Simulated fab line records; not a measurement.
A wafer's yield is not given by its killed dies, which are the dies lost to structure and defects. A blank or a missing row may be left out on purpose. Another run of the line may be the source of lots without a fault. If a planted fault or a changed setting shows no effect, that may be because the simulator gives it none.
Split-lot trial | flow n5_finfet | 21 wafers read across 7 lots, on a route 1938 steps long

== THE SPLIT ITSELF ==
At N5_BEOL_M4_COAT_73 (time 60 s, resist thk 5 nm), the setting spin_rpm was moved away from the recipe's 1500 rpm on 7 of the 21 wafers read, by -9.7% to +9.8%. For the rest of the wafers, this setting stayed at what the recipe calls for.

== FROM THE SPLIT TO THE READING: what the file shows between them, 7 steps ==
- N5_BEOL_M4_COAT_05: resist thk 30 nm (also split here: spin_rpm)
- N5_BEOL_M4_EBR_07
- N5_BEOL_M4_SOFTBAKE_06: time 60 s
- N5_BEOL_M4_EXPOSE_08: exposes mask M4
- N5_BEOL_M4_PEB_09: peb time 60 s
- N5_BEOL_M4_DEVELOP_10: develop time 30 s
- N5_BEOL_M4_DESCUM_16: chemistry O2, time 7 s

== THE READING ==
etch.depth_nm (the simulator's own value, which no gauge read), in nm, at N5_BEOL_M4_ETCH_74 (etches underlayer in N2/H2, target depth 6.5 nm, time 5.2 s). The file gives no usual value for it. Here, 14 wafers ran the recipe; their average is 5.009 nm with a standard deviation of 0.011 nm.

wafer  | tool, chamber at the split | spin_rpm as run, rpm | against the recipe | etch.depth_nm, nm | against lot-mates on the recipe
L074.1 | litho_track-04, 0          | 1500                 | recipe             | 5.01              | -
L074.2 | litho_track-04, 0          | 1647                 | +9.8%              | 4.783             | -0.227
L074.5 | litho_track-04, 0          | 1647                 | +9.8%              | 4.802             | -0.208
L075.1 | litho_track-02, 0          | 1605                 | +7.0%              | 4.868             | no lot-mate on the recipe
L075.4 | litho_track-02, 0          | 1605                 | +7.0%              | 4.863             | no lot-mate on the recipe
L075.6 | litho_track-02, 0          | 1605                 | +7.0%              | 4.855             | no lot-mate on the recipe
L079.1 | litho_track-04, 0          | 1500                 | recipe             | 5.005             | -
L079.4 | litho_track-04, 0          | 1500                 | recipe             | 4.984             | -
L079.5 | litho_track-04, 0          | 1500                 | recipe             | 5.002             | -
L081.1 | litho_track-05, 0          | 1500                 | recipe             | 5.013             | -
L081.3 | litho_track-05, 0          | 1604                 | +6.9%              | 4.852             | -0.153
L081.5 | litho_track-05, 0          | 1500                 | recipe             | 4.997             | -
L085.1 | litho_track-04, 0          | 1500                 | recipe             | 5.012             | -
L085.4 | litho_track-04, 0          | 1500                 | recipe             | 5.031             | -
L085.6 | litho_track-04, 0          | 1500                 | recipe             | 5.003             | -
L086.1 | litho_track-04, 0          | 1355                 | -9.7%              | 5.256             | +0.245
L086.4 | litho_track-04, 0          | 1500                 | recipe             | 5.007             | -
L086.6 | litho_track-04, 0          | 1500                 | recipe             | 5.014             | -
L092.1 | litho_track-05, 0          | 1500                 | recipe             | 5.016             | -
L092.3 | litho_track-05, 0          | 1500                 | recipe             | 5.013             | -
L092.5 | litho_track-05, 0          | 1500                 | recipe             | 5.023             | -

THE FIT
A straight line over all 21 wafers: etch.depth_nm changes by -0.0228 nm for each +1% of spin_rpm; r = -0.99; the points scatter about the line by 0.012 nm.
The same after taking each lot's own level away (the mean of its wafers on the recipe; 18 wafers): -0.0232 nm for each +1%; r = -1.00; scatter 0.01 nm.
Per that fit: largest spin_rpm move, reading shift of 0.23 nm.
From 4.9970 to 5.0173 nm: that is the span of the lots' own levels, equal to 1.9 times the standard deviation above.
Hence the lot-to-lot level has little effect on the slope; both slopes agree.
Check: for one of the wafers moved furthest among these (+9.8%), held out of the fit, the line's prediction against its lot-mates is -0.224 nm. Against them it came out at -0.227 nm.

== OTHER SPLITS APPLIED TO THESE WAFERS ==
Before the reading, these wafers also passed through other splits. Each is held against what the fit with the lots' levels taken away leaves over:
other split on the same wafers | wafers away from the commonest value | r with etch.depth_nm (lot level and that fit taken away)
N5_BEOL_M2_COAT_68 spin_rpm    | 7                                    | -0.06
N5_BEOL_M3_COAT_05 spin_rpm    | 6                                    | -0.08
N5_BEOL_M4_COAT_05 spin_rpm    | 6                                    | -0.03

== FILE'S OWN FIT ==
etch.depth_nm changes by -0.0234 nm for each +1% of spin_rpm, r = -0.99.
